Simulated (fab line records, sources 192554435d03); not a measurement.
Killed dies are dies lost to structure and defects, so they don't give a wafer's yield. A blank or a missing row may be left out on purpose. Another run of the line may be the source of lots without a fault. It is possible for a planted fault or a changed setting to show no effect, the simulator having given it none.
Which tool was responsible? / flow n5Finfet / 30 wafers sampled from 10 lots at 1 step of a route of 1938

WHAT THE GAUGES READ, wafer by wafer
N5_BEOL_M9_CD_MEAS_28: the cd target is 70 nm.
lot=L178; measured=day 10 16:52; on=cdSem-03; cdNm (nm)=70.04 70.06 69.97
lot=L181; measured=day 11 18:38; on=cdSem-02; cdNm (nm)=69.92 69.60 69.90
lot=L182; measured=day 11 20:57; on=cdSem-03; cdNm (nm)=69.84 70.24 70.32
lot=L184; measured=day 12 07:22; on=cdSem-02; cdNm (nm)=70.06 69.87 70.12
lot=L185; measured=day 12 16:02; on=cdSem-01; cdNm (nm)=70.00 69.71 69.84
lot=L189; measured=day 13 13:34; on=cdSem-02; cdNm (nm)=69.77 70.11 70.06
lot=L188; measured=day 13 13:37; on=cdSem-03; cdNm (nm)=69.96 70.25 70.13
lot=L191; measured=day 14 04:14; on=cdSem-01; cdNm (nm)=70.42 70.28 70.16
lot=L195; measured=day 14 18:17; on=cdSem-01; cdNm (nm)=70.17 70.19 70.32
lot=L198; measured=day 16 04:47; on=cdSem-03; cdNm (nm)=69.72 70.20 70.33

EACH LOT AND THE TOOL THAT RAN IT (in order: tool; ch and the chambers of the sampled wafers; start)
The record holds no process step before these readings.

THE ANSWER, worked out from the rows above alone
Rule: usual is defined by the lots themselves. The widest of any qualifying gaps counts: lots, ordered by their means at a reading, are off when they make up no more than a third of the lots, leave a main group of 4 or more, and stand apart from it by 3 or more times the standard deviation of that group's means. A main group whose means are all the same, to the digits that the tables above print for the reading, isn't used. Also off: a lot with no number at a reading for which 4 or more lots have one. Any other lot the step has rows for is counted as sound.
None of the lots is off at any reading shown; this tells nothing.

WHAT THE SIMULATOR HAD PUT IN
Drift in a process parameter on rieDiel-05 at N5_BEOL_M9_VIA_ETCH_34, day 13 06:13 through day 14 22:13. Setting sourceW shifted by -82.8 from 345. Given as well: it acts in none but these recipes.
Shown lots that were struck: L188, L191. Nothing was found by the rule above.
